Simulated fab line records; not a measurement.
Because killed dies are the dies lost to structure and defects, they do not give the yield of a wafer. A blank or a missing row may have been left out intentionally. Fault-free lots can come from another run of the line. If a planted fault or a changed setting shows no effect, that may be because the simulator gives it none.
Which tool did it?	flow nand harc	10 lots, 30 wafers sampled, at 5 steps of a route of 1302

WHAT THE GAUGES SHOWED, per wafer
NHARC_END_SORT_01. Usual: killed at array 49, standard deviation 18; killed at other 0.7, standard deviation 1.1; killed at periphery 4.0, standard deviation 2.6; killed dies 54, standard deviation 19; killed open 3.4, standard deviation 1.7; killed short 2.5, standard deviation 1.7.
lot	measured	on	killed at array	killed at other	killed at periphery	killed dies	killed open	killed short	flag
L608	day 24 08:58	prober-01	45 59 41	1 2 0	3 1 5	49 62 46	3 2 5	1 4 0	
L610	day 25 01:35	prober-01	50 44 49	0 0 0	0 1 2	50 45 51	1 5 2	1 3 1	
L619	day 28 12:16	prober-01	671 673 671	0 0 0	6 4 6	677 677 677	2 4 4	0 2 1	OFF
L618	day 28 10:43	prober-02	676 672 673	0 3 2	1 2 2	677 677 677	1 3 6	3 2 4	OFF
L624	day 31 15:04	prober-02	24 19 29	2 0 0	2 3 5	28 22 34	5 3 4	2 1 2	
L627	day 31 23:41	prober-01	20 29 19	0 0 0	1 4 2	21 33 21	0 4 3	2 3 1	
L630	day 33 17:06	prober-02	62 57 46	0 0 0	3 2 3	65 59 49	3 2 2	4 1 4	

WHICH TOOL RAN EACH LOT (tool, then ch and the chambers of the sampled wafers, then the start)
lot	NHARC_A_CONTACT_ETCH_91	NHARC_A_CONTACT_ETCH_30	NHARC_A_CONTACT_ETCH_31	NHARC_A_CONTACT_ETCH_137
L608	rie diel-03 ch 2,3, day 22 01:18	rie diel-12 ch 1,2,3, day 22 05:47	rie diel-12 ch 0,1, day 22 07:13 or earlier	har cap etch-03 ch 0,1, day 22 07:13
L610	rie diel-12 ch 0,1,3, day 22 19:54	rie diel-08 ch 1,2,3, day 23 00:21	rie diel-08 ch 1,2, day 23 01:41 or earlier	har cap etch-01 ch 0,1, day 23 01:41
L619	rie diel-12 ch 0,1,2, day 26 04:39	rie diel-08 ch 0,1, day 26 09:01	rie diel-08 ch 1,3, day 26 10:27 or earlier	har cap etch-03 ch 0,1, day 26 10:27
L618	rie diel-12 ch 0,2,3, day 26 05:44	rie diel-12 ch 1,2,3, day 26 10:10	rie diel-12 ch 1,2,3, day 26 11:30 or earlier	har cap etch-01 ch 0,1, day 26 11:30
L622	rie diel-12 ch 0,3, day 27 15:25	rie diel-12 ch 0,1,3, day 27 19:43	rie diel-12 ch 0,1, day 27 21:07 or earlier	har cap etch-01 ch 0,1, day 27 21:07
L623	rie diel-12 ch 0,1,2, day 27 16:25	rie diel-12 ch 0,1,2, day 27 20:55	rie diel-12 ch 0,2,3, day 27 22:21 or earlier	har cap etch-03 ch 0,1, day 27 22:21
L624	rie diel-12 ch 1,2, day 29 00:56	rie diel-12 ch 1,2,3, day 29 11:05	rie diel-12 ch 1,2,3, day 29 12:32 or earlier	har cap etch-03 ch 0,1, day 29 12:32
L627	rie diel-12 ch 1,2,3, day 29 17:28	rie diel-12 ch 1,2,3, day 29 22:47	rie diel-12 ch 0,2,3, day 30 00:08 or earlier	har cap etch-01 ch 0,1, day 30 00:08
L630	rie diel-12 ch 0,2,3, day 31 04:28	rie diel-12 ch 1,2, day 31 12:17	rie diel-12 ch 0,1, day 31 13:46 or earlier	har cap etch-01 ch 0,1, day 31 13:46
L631	rie diel-12 ch 0,1, day 31 13:36	rie diel-12 ch 0,1, day 31 17:56	rie diel-12 ch 1,2,3, day 31 19:25 or earlier	har cap etch-02 ch 0,1, day 31 19:25
- NHARC_A_CONTACT_ETCH_91: etches the open film in CH3F/O2, target depth 40 nm, time 85.7 s.
- NHARC_A_CONTACT_ETCH_30: etches the open film in CF4/CHF3, target depth 72.6 nm, time 36.3 s.
- NHARC_A_CONTACT_ETCH_31: etches the open film in O2/COS, target depth 2800 nm, time 728 s.
- NHARC_A_CONTACT_ETCH_137: etches the open film in C4F8/O2/Ar, time 311 s, target depth 1912 nm.

WHAT THE TOOLS THEMSELVES READ (means of the sampled wafers that have a number; where no wafer has one, the mark that the record gives instead)
NHARC_A_CONTACT_ETCH_91. Usual: bias w 100.02 W, standard deviation 0.3; ch3f flow sccm 49.97 sccm, standard deviation 0.15; drypump motor current A 5.6 A, standard deviation 0.34; oes product au 0.939 a.u., standard deviation 0.023; rf vpp V 245.4 V, standard deviation 1.5; showerhead plenum p Torr 2.53 Torr, standard deviation 0.091; throttle valve pct 20.664 %, standard deviation 0.0088.
lot	tool	bias w (W)	ch3f flow sccm (sccm)	drypump motor current A (A)	oes product au (a.u.)	rf vpp V (V)	showerhead plenum p Torr (Torr)	throttle valve pct (%)	flag
L608	rie diel-03	99.97	50.14	5.1	0.932	244.9	2.47	20.670	
L610	rie diel-12	100.11	49.92	5.7	0.926	246.5	2.57	20.656	
L619	rie diel-12	100.21	49.98	5.8	0.972	246.5	2.57	20.671	
L618	rie diel-12	99.90	50.08	5.6	0.919	247.0	2.60	20.669	
L622	rie diel-12	99.92	50.01	5.5	0.944	245.9	2.62	20.667	
L623	rie diel-12	100.22	49.85	5.8	1.002	245.9	2.57	20.663	
L624	rie diel-12	99.92	49.86	5.9	0.934	245.0	2.52	20.662	
L627	rie diel-12	100.13	50.03	5.7	0.931	245.0	2.54	20.670	
L630	rie diel-12	99.92	49.98	5.6	0.931	246.1	2.59	20.657	
L631	rie diel-12	99.94	50.00	5.7	0.920	246.9	2.58	20.663	

NHARC_A_CONTACT_ETCH_30. Usual: bias w 200.0 W, standard deviation 0.66; cf4 flow sccm 100.0 sccm, standard deviation 0.3; drypump motor current A 5.6 A, standard deviation 0.34; oes product au 0.939 a.u., standard deviation 0.021; rf vpp V 371.9 V, standard deviation 2.2; showerhead plenum p Torr 1.61 Torr, standard deviation 0.059; throttle valve pct 16.801 %, standard deviation 0.0088.
lot	tool	bias w (W)	cf4 flow sccm (sccm)	drypump motor current A (A)	oes product au (a.u.)	rf vpp V (V)	showerhead plenum p Torr (Torr)	throttle valve pct (%)	flag
L608	rie diel-12	199.9	100.3	5.7	0.930	372.7	1.63	16.803	
L610	rie diel-08	199.7	100.1	5.4	0.920	371.6	1.58	16.802	
L619	rie diel-08	-	-	-	-	-	-	-	OFF
L618	rie diel-12	-	-	-	-	-	-	-	OFF
L622	rie diel-12	199.9	99.9	5.7	0.915	372.7	1.64	16.797	
L623	rie diel-12	199.7	100.4	5.8	0.935	373.2	1.64	16.800	
L624	rie diel-12	199.8	99.9	5.7	0.931	371.6	1.63	16.809	
L627	rie diel-12	199.6	99.8	5.8	0.934	371.7	1.63	16.793	
L630	rie diel-12	200.2	99.9	5.8	0.936	373.3	1.63	16.799	
L631	rie diel-12	199.7	100.2	5.9	0.925	372.4	1.62	16.798	

NHARC_A_CONTACT_ETCH_31. Usual: bias w 300.0 W, standard deviation 0.92; chamber pressure mTorr 20.001 mTorr, standard deviation 0.018; drypump motor current A 5.6 A, standard deviation 0.33; oes product au 1.002 a.u., standard deviation 0.0098; rf vpp V 315.4 V, standard deviation 1.9; showerhead plenum p Torr 3.21 Torr, standard deviation 0.12; throttle valve pct 28.330 %, standard deviation 0.0088.
lot	tool	bias w (W)	chamber pressure mTorr (mTorr)	drypump motor current A (A)	oes product au (a.u.)	rf vpp V (V)	showerhead plenum p Torr (Torr)	throttle valve pct (%)	flag
L608	rie diel-12	298.9	20.015	5.7	0.996	316.6	3.30	28.327	
L610	rie diel-08	300.3	19.984	5.6	0.989	314.5	3.18	28.328	
L619	rie diel-08	299.7	20.008	5.4	0.997	315.8	3.23	28.332	
L618	rie diel-12	300.1	20.005	5.7	0.999	315.1	3.23	28.326	
L622	rie diel-12	299.0	19.991	5.9	0.996	315.3	3.22	28.325	
L623	rie diel-12	299.7	19.990	5.6	1.001	317.4	3.30	28.332	
L624	rie diel-12	300.0	19.989	5.7	1.011	315.2	3.23	28.333	
L627	rie diel-12	299.3	20.004	5.6	1.015	317.9	3.29	28.320	
L630	rie diel-12	301.7	20.015	5.9	0.992	315.0	3.21	28.338	
L631	rie diel-12	300.6	20.014	5.7	0.998	316.1	3.22	28.323	

NHARC_A_CONTACT_ETCH_137. Usual: chamber pressure mTorr 19.999 mTorr, standard deviation 0.018; oes air line au 1.002 a.u., standard deviation 0.021.
lot	tool	chamber pressure mTorr (mTorr)	oes air line au (a.u.)	flag
L608	har cap etch-03	19.989	1.015	
L610	har cap etch-01	19.985	1.005	
L619	har cap etch-03	19.998	0.993	
L618	har cap etch-01	20.010	0.987	
L622	har cap etch-01	20.001	1.007	
L623	har cap etch-03	20.000	1.015	
L624	har cap etch-03	20.003	0.986	
L627	har cap etch-01	20.001	1.000	
L630	har cap etch-01	19.994	0.965	
L631	har cap etch-02	19.971	1.007	

THE ANSWER, worked out from the rows above alone
Rule: take the mean of a lot's wafers that have a number; if it is more than 3 standard deviations from the usual mean, the lot is off. A lot without any number at a reading at which 4 lots or more have one is off too. Any other lot the step has rows for is counted as sound. First the gauges in route order, then the tools' own readings, where a lot's mean is used as printed above. The first step at which some lot is off is used, and at that step the reading that is off furthest; a lot without a number counts as furthest.
Off at NHARC_END_SORT_01 (killed at array): L619, L618. Neither off nor sound, because the step has no rows for them: L622, L623, L631.
If a tool, at a process step before that reading, ran all the lots that are off and no sound lot after the first of them, it fits. The gauges at NHARC_END_SORT_01 aren't tried: what is off there is off at NHARC_A_CONTACT_ETCH_30 too, on other tools, and a gauge's error can't cause that. NHARC_A_CONTACT_ETCH_31 gives no start for some lots, so the hours and the order of its lots are those of NHARC_A_CONTACT_ETCH_137. Not one of the candidates tried fits.

WHAT WAS PUT IN BY THE SIMULATOR
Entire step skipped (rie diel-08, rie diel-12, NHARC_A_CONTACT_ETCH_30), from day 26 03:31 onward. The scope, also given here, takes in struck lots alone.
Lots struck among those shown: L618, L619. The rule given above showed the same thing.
